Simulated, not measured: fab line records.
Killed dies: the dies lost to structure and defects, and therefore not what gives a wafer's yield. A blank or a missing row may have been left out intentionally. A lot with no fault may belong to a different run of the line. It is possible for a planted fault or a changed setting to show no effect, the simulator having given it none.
Split-lot study | flow n5-finfet | 39 wafers read across 7 lots, on a route 1938 steps long

SPLIT DETAILS
At N5_MOL_CONTACT_COAG_ETCH_47 (etches SiNx in CH3F/O2, stops on W, target depth 27 nm), the setting over-etch-frac was moved away from the recipe's 0.2 on 15 of the 39 wafers read, by -4.7% to +7.6%. This setting was run at the recipe's value on the other wafers.

The reading comes from the split's own step.

THE READING
etch.over-etch-s (the simulator's own value, which no gauge read), in s, at N5_MOL_CONTACT_COAG_ETCH_47 (etches SiNx in CH3F/O2, stops on W, target depth 27 nm). The file gives no usual value for it. Here, 24 wafers ran the recipe; their average is 5.202 s with a standard deviation of 0.075 s.

wafer  | tool, chamber at the split | over-etch-frac as run | against the recipe | etch.over-etch-s, s | against lot-mates on the recipe
L074.1 | rie-diel-01, 1             | 0.2                   | recipe             | 5.117               | -
L074.2 | rie-diel-01, 3             | 0.2129                | +6.5%              | 5.404               | +0.292
L074.3 | rie-diel-01, 0             | 0.2                   | recipe             | 5.147               | -
L074.4 | rie-diel-01, 0             | 0.2129                | +6.5%              | 5.571               | +0.459
L074.5 | rie-diel-01, 1             | 0.2129                | +6.5%              | 5.488               | +0.376
L074.6 | rie-diel-01, 3             | 0.2                   | recipe             | 5.071               | -
L075.1 | rie-diel-02, 1             | 0.1905                | -4.7%              | 4.998               | -0.205
L075.2 | rie-diel-02, 2             | 0.2                   | recipe             | 5.197               | -
L075.3 | rie-diel-02, 3             | 0.2                   | recipe             | 5.2                 | -
L075.4 | rie-diel-02, 0             | 0.2                   | recipe             | 5.211               | -
L075.5 | rie-diel-02, 0             | 0.1905                | -4.7%              | 4.949               | -0.254
L075.6 | rie-diel-02, 3             | 0.1905                | -4.7%              | 4.938               | -0.265
L076.1 | rie-diel-02, 3             | 0.2                   | recipe             | 5.297               | -
L076.4 | rie-diel-02, 1             | 0.2                   | recipe             | 5.381               | -
L076.6 | rie-diel-02, 2             | 0.2                   | recipe             | 5.318               | -
L078.1 | rie-diel-02, 0             | 0.2                   | recipe             | 5.306               | -
L078.2 | rie-diel-02, 3             | 0.2                   | recipe             | 5.217               | -
L078.3 | rie-diel-02, 2             | 0.2                   | recipe             | 5.213               | -
L078.4 | rie-diel-02, 0             | 0.2                   | recipe             | 5.279               | -
L078.5 | rie-diel-02, 2             | 0.2                   | recipe             | 5.232               | -
L078.6 | rie-diel-02, 3             | 0.2                   | recipe             | 5.204               | -
L090.1 | rie-diel-04, 3             | 0.2078                | +3.9%              | 5.32                | +0.118
L090.2 | rie-diel-04, 2             | 0.2                   | recipe             | 5.162               | -
L090.3 | rie-diel-04, 0             | 0.2078                | +3.9%              | 5.188               | -0.014
L090.4 | rie-diel-04, 1             | 0.2                   | recipe             | 5.258               | -
L090.5 | rie-diel-04, 2             | 0.2                   | recipe             | 5.185               | -
L090.6 | rie-diel-04, 1             | 0.2078                | +3.9%              | 5.47                | +0.268
L094.1 | rie-diel-02, 3             | 0.2112                | +5.6%              | 5.44                | +0.274
L094.2 | rie-diel-02, 1             | 0.2                   | recipe             | 5.126               | -
L094.3 | rie-diel-02, 2             | 0.2112                | +5.6%              | 5.492               | +0.326
L094.4 | rie-diel-02, 0             | 0.2                   | recipe             | 5.192               | -
L094.5 | rie-diel-02, 0             | 0.2                   | recipe             | 5.179               | -
L094.6 | rie-diel-02, 1             | 0.2112                | +5.6%              | 5.372               | +0.206
L096.1 | rie-diel-01, 1             | 0.2153                | +7.6%              | 5.56                | +0.441
L096.2 | rie-diel-01, 2             | 0.2153                | +7.6%              | 5.569               | +0.450
L096.3 | rie-diel-01, 0             | 0.2                   | recipe             | 5.076               | -
L096.4 | rie-diel-01, 3             | 0.2153                | +7.6%              | 5.411               | +0.292
L096.5 | rie-diel-01, 2             | 0.2                   | recipe             | 5.145               | -
L096.6 | rie-diel-01, 3             | 0.2                   | recipe             | 5.137               | -

THE FIT
A straight line over all 39 wafers: etch.over-etch-s changes by +0.0431 s for each +1% of over-etch-frac; r = +0.88; the points scatter about the line by 0.078 s.
The same after taking each lot's own level away (the mean of its wafers on the recipe; 39 wafers): +0.051 s for each +1%; r = +0.95; scatter 0.059 s.
The reading moves by 0.39 s for the largest change in over-etch-frac, on that fit.
Across the lots, their own levels run from 5.1117 to 5.3320 s, a range of 2.9 times the standard deviation given above.
Thus the slope moves with the lot-to-lot level: the two fits are different.
Check: with one of the wafers moved furthest among these (+7.6%) left out of the fit, the line predicts +0.38 s for it against its lot-mates. Against them it came out at +0.441 s.

THE OTHER SPLITS THESE WAFERS WENT THROUGH
Note: prior to the reading, these wafers also went through further splits. Each is held against what the fit with the lots' levels taken away leaves over:
other split on the same wafers          | wafers away from the commonest value | r with etch.over-etch-s (lot level and that fit taken away)
N5_DUMMY_GATE_CVD_03 temp-c             | 24                                   | +0.02
N5_DUMMY_GATE_ETCH_37 source-w          | 18                                   | +0.00
N5_DUMMY_GATE_ETCH_32 time-s            | 15                                   | +0.07
N5_SD_EPI_N_ETCH_16 target-depth-a      | 12                                   | +0.03
N5_MOL_CONTACT_COAG_ETCHBACK_135 time-s | 9                                    | -0.15

THE FILE'S OWN FIT
etch.over-etch-s changes by +0.0507 s for each +1% of over-etch-frac, r = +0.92.
